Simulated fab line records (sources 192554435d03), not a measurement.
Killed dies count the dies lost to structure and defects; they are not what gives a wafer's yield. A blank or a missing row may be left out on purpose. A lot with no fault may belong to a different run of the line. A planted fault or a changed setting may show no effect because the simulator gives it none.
Chamber matching || flow n5_finfet || ald_sin-02 running N5_SDB_ALD_29: 4 sister chambers
The step deposits SiNx, target thk 30 nm, pulse time 1 s, ald cycles 600. 22 wafers are shown with their chamber, then 11 later ones without.

== WAFERS, EACH WITH ITS CHAMBER ==
{"wafer": "L077.1", "chamber": 2, "heater_power_w (W)": 763, "precursor_pulse_height_rel": 1.032}
{"wafer": "L077.2", "chamber": 0, "heater_power_w (W)": 766, "precursor_pulse_height_rel": 0.963}
{"wafer": "L077.5", "chamber": 3, "heater_power_w (W)": 837, "precursor_pulse_height_rel": 1.012}
{"wafer": "L080.1", "chamber": 3, "heater_power_w (W)": 834, "precursor_pulse_height_rel": 0.969}
{"wafer": "L080.2", "chamber": 2, "heater_power_w (W)": 753, "precursor_pulse_height_rel": 1.003}
{"wafer": "L080.3", "chamber": 0, "heater_power_w (W)": 816, "precursor_pulse_height_rel": 1.006}
{"wafer": "L080.4", "chamber": 1, "heater_power_w (W)": 845, "precursor_pulse_height_rel": 1.003}
{"wafer": "L080.5", "chamber": 1, "heater_power_w (W)": 834, "precursor_pulse_height_rel": 0.984}
{"wafer": "L080.6", "chamber": 2, "heater_power_w (W)": 780, "precursor_pulse_height_rel": 0.968}
{"wafer": "L082.1", "chamber": 2, "heater_power_w (W)": 773, "precursor_pulse_height_rel": 0.960}
{"wafer": "L082.3", "chamber": 0, "heater_power_w (W)": 786, "precursor_pulse_height_rel": 0.969}
{"wafer": "L082.4", "chamber": 2, "heater_power_w (W)": 766, "precursor_pulse_height_rel": 1.000}
{"wafer": "L085.2", "chamber": 0, "heater_power_w (W)": 784, "precursor_pulse_height_rel": 0.994}
{"wafer": "L085.3", "chamber": 1, "heater_power_w (W)": 845, "precursor_pulse_height_rel": 1.005}
{"wafer": "L085.6", "chamber": 3, "heater_power_w (W)": 834, "precursor_pulse_height_rel": 0.996}
{"wafer": "L088.2", "chamber": 0, "heater_power_w (W)": 812, "precursor_pulse_height_rel": 1.020}
{"wafer": "L088.4", "chamber": 2, "heater_power_w (W)": 779, "precursor_pulse_height_rel": 1.018}
{"wafer": "L088.5", "chamber": 3, "heater_power_w (W)": 840, "precursor_pulse_height_rel": 0.970}
{"wafer": "L089.2", "chamber": 1, "heater_power_w (W)": 823, "precursor_pulse_height_rel": 1.010}
{"wafer": "L089.4", "chamber": 2, "heater_power_w (W)": 773, "precursor_pulse_height_rel": 1.009}
{"wafer": "L089.5", "chamber": 0, "heater_power_w (W)": 814, "precursor_pulse_height_rel": 1.005}
{"wafer": "L092.1", "chamber": 3, "heater_power_w (W)": 819, "precursor_pulse_height_rel": 0.997}

SIGNATURES, as means of the wafers listed above
{"reading": "heater_power_w", "chamber 0": 796.33, "chamber 1": 836.75, "chamber 2": 769.57, "chamber 3": 832.80, "scatter within a chamber": 13.5}
{"reading": "precursor_pulse_height_rel", "chamber 0": 0.99283, "chamber 1": 1.00050, "chamber 2": 0.99857, "chamber 3": 0.98880, "scatter within a chamber": 0.0215}
Rule: for a wafer and a chamber, the distance is found by dividing, reading by reading, the gap between the wafer's reading and the chamber's mean by the reading's scatter, squaring, summing and taking the root. If the next closest chamber is less than 2 further off than the closest, the wafer can't be placed; otherwise it belongs to the closest. The scatter: the root of (the sum of the squares of (reading less its chamber's mean) over the shown wafers, divided by (wafers less chambers)).

== WAFERS WITH NO CHAMBER GIVEN ==
{"wafer": "L092.2", "heater_power_w (W)": 719, "precursor_pulse_height_rel": 0.973}
{"wafer": "L092.5", "heater_power_w (W)": 871, "precursor_pulse_height_rel": 0.996}
{"wafer": "L096.1", "heater_power_w (W)": 810, "precursor_pulse_height_rel": 1.007}
{"wafer": "L096.2", "heater_power_w (W)": 763, "precursor_pulse_height_rel": 0.988}
{"wafer": "L096.3", "heater_power_w (W)": 838, "precursor_pulse_height_rel": 1.028}
{"wafer": "L096.4", "heater_power_w (W)": 713, "precursor_pulse_height_rel": 1.016}
{"wafer": "L096.5", "heater_power_w (W)": 833, "precursor_pulse_height_rel": 0.996}
{"wafer": "L096.6", "heater_power_w (W)": 770, "precursor_pulse_height_rel": 0.981}
{"wafer": "L097.4", "heater_power_w (W)": 847, "precursor_pulse_height_rel": 1.009}
{"wafer": "L097.5", "heater_power_w (W)": 737, "precursor_pulse_height_rel": 0.992}
{"wafer": "L097.6", "heater_power_w (W)": 843, "precursor_pulse_height_rel": 0.998}

== WHICH CHAMBER EACH WENT THROUGH ==
{"wafer": "L092.2", "from the rows above": "can't be placed: 2 or 0", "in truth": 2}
{"wafer": "L092.5", "from the rows above": "can't be placed: 1 or 3", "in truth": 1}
{"wafer": "L096.1", "from the rows above": "can't be placed: 0 or 3 or 1 or 2", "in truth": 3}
{"wafer": "L096.2", "from the rows above": "can't be placed: 2 or 0", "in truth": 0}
{"wafer": "L096.3", "from the rows above": "can't be placed: 1 or 3", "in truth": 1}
{"wafer": "L096.4", "from the rows above": 2, "in truth": 2}
{"wafer": "L096.5", "from the rows above": "can't be placed: 3 or 1", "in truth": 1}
{"wafer": "L096.6", "from the rows above": "can't be placed: 2 or 0", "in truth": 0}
{"wafer": "L097.4", "from the rows above": "can't be placed: 1 or 3", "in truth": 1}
{"wafer": "L097.5", "from the rows above": "can't be placed: 2 or 0", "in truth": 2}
{"wafer": "L097.6", "from the rows above": "can't be placed: 1 or 3", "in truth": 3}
Placed correctly: 1 of 11. Not placeable from these rows: 10 (in 10, the candidates include the true chamber). Number placed wrongly: 0.
